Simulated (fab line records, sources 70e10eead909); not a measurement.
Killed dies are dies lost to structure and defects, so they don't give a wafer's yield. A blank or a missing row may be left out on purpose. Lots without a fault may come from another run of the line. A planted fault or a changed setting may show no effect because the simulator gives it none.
Tool commonality check | flow nand_harc | 2 lots, 6 wafers sampled

WHY IT WAS OPENED
At NHARC_END_SORT_01 the reading killed_at_array is flagged on 2 of 2 lots. Wafers without a fault read 27, standard deviation 12.
Rule: a lot is flagged when every wafer of it that has a number lies more than 4 standard deviations from that mean, or none has a number. The other lots count as sound.

lot  | measured     | on        | killed_at_array, wafer by wafer | flag
L845 | day 24 14:04 | prober-01 | 673 670 676                     | FLAGGED
L848 | day 24 19:15 | prober-02 | 671 674 664                     | FLAGGED
The numbers of the flagged lots are 671 on average: +644 against the usual, or +54 standard deviations.

WHICH TOOL RAN EACH LOT
The record holds 4 process steps before the reading, out of a route of 1159 steps. In each cell: the tool, then ch and the chambers that the sampled wafers went through, then the start.
lot  | flag    | NHARC_A_STAIRCASE_ETCH_221         | NHARC_A_STAIRCASE_ETCH_223                    | NHARC_A_STAIRCASE_ETCH_225                    | NHARC_A_STAIRCASE_TRIM_229
L845 | FLAGGED | rie_diel-11 ch 1,2,3, day 13 10:12 | rie_diel-11 ch 0,1,2, day 13 11:03 or earlier | rie_diel-11 ch 0,2,3, day 13 11:03 or earlier | rie_diel-07 ch 2,3, day 13 11:03
L848 | FLAGGED | rie_diel-07 ch 1,2,3, day 13 20:20 | rie_diel-07 ch 0,2, day 13 22:47 or earlier   | rie_diel-07 ch 2,3, day 13 22:47 or earlier   | rie_diel-11 ch 1,3, day 13 22:47
What these steps do:
- NHARC_A_STAIRCASE_ETCH_221: etches the open film in C4F8/O2, target depth 100 nm, time 40.5 s.
- NHARC_A_STAIRCASE_ETCH_223: etches the open film in C4F8/O2, target depth 100 nm, time 40.5 s.
- NHARC_A_STAIRCASE_ETCH_225: etches the open film in C4F8/O2, target depth 100 nm, time 40.5 s.
- NHARC_A_STAIRCASE_TRIM_229: chemistry O2, time 211.2 s.
- NHARC_END_SORT_01

FLAGGED OVER TOTAL, TOOL BY TOOL (the gauges that took the reading come last)
step                       | tool        | lots run | flagged | share of the flagged lots | sound lots run after its first flagged lot
NHARC_A_STAIRCASE_ETCH_221 | rie_diel-07 | 1        | 1       | some                      | 0
NHARC_A_STAIRCASE_ETCH_221 | rie_diel-11 | 1        | 1       | some                      | 0
NHARC_A_STAIRCASE_ETCH_223 | rie_diel-07 | 1        | 1       | some                      | 0
NHARC_A_STAIRCASE_ETCH_223 | rie_diel-11 | 1        | 1       | some                      | 0
NHARC_A_STAIRCASE_ETCH_225 | rie_diel-07 | 1        | 1       | some                      | 0
NHARC_A_STAIRCASE_ETCH_225 | rie_diel-11 | 1        | 1       | some                      | 0
NHARC_A_STAIRCASE_TRIM_229 | rie_diel-07 | 1        | 1       | some                      | 0
NHARC_A_STAIRCASE_TRIM_229 | rie_diel-11 | 1        | 1       | some                      | 0
NHARC_END_SORT_01          | prober-01   | 1        | 1       | some                      | 0
NHARC_END_SORT_01          | prober-02   | 1        | 1       | some                      | 0
NHARC_A_STAIRCASE_ETCH_223 gives no start for some lots, so the hours and the order of its lots are those of NHARC_A_STAIRCASE_TRIM_229. NHARC_A_STAIRCASE_ETCH_225 gives no start for some lots, so the hours and the order of its lots are those of NHARC_A_STAIRCASE_TRIM_229.

WHAT THE TABLE ALLOWS
No row of the table ran every flagged lot.

WHAT THE SIMULATOR HAD PUT IN
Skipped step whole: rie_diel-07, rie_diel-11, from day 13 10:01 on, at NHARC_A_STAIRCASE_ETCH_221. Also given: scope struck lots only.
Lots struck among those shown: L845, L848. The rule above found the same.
